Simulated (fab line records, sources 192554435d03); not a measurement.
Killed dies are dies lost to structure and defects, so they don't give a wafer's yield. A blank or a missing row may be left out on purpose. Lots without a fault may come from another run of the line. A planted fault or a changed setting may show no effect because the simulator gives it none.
Chamber matching | flow n5_finfet | N5_BEOL_M12_DESCUM_15 on rie_diel-01: 4 sister chambers
The step chemistry O2, time 7.9 s. 8 wafers are shown with their chamber, then 7 later ones without.

WAFERS WITH THEIR CHAMBER
wafer  | chamber | showerhead_plenum_p_Torr (Torr) | throttle_valve_pct (%)
L082.5 | 0       | 2.03                            | 20.36
L083.1 | 1       | 2.13                            | 20.28
L083.4 | 0       | 2.03                            | 20.37
L085.1 | 2       | 2.21                            | 20.36
L085.4 | 3       | 2.12                            | 20.30
L085.5 | 2       | 2.21                            | 20.37
L089.1 | 3       | 2.11                            | 20.30
L089.3 | 1       | 2.13                            | 20.30

WAFERS WITHOUT THEIR CHAMBER
wafer  | showerhead_plenum_p_Torr (Torr) | throttle_valve_pct (%)
L089.4 | 2.03                            | 20.39
L087.1 | 2.11                            | 20.30
L087.5 | 2.21                            | 20.38
L087.6 | 2.11                            | 20.30
L091.1 | 2.12                            | 20.31
L091.2 | 2.11                            | 20.29
L091.4 | 2.21                            | 20.37

WHICH CHAMBER EACH WENT THROUGH
wafer  | from the rows above     | in truth
L089.4 | 0                       | 0
L087.1 | 3                       | 3
L087.5 | 2                       | 2
L087.6 | 3                       | 3
L091.1 | can't be placed: 3 or 1 | 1
L091.2 | 3                       | 3
L091.4 | 2                       | 2
Placed correctly: 6 of 7. Can't be placed from these rows: 1 (the true chamber is among the candidates in 1). Placed wrongly: 0.
How it was worked out, from the rows above alone: a wafer's distance from a chamber is the root of the sum, over the readings, of the square of ((its reading less the chamber's mean) divided by the reading's scatter). The wafer belongs to the nearest chamber; if the next one is less than 2 further off, it can't be placed. A chamber's mean is the mean of its shown wafers. The scatter: the root of (the sum of the squares of (reading less its chamber's mean) over the shown wafers, divided by (wafers less chambers)).
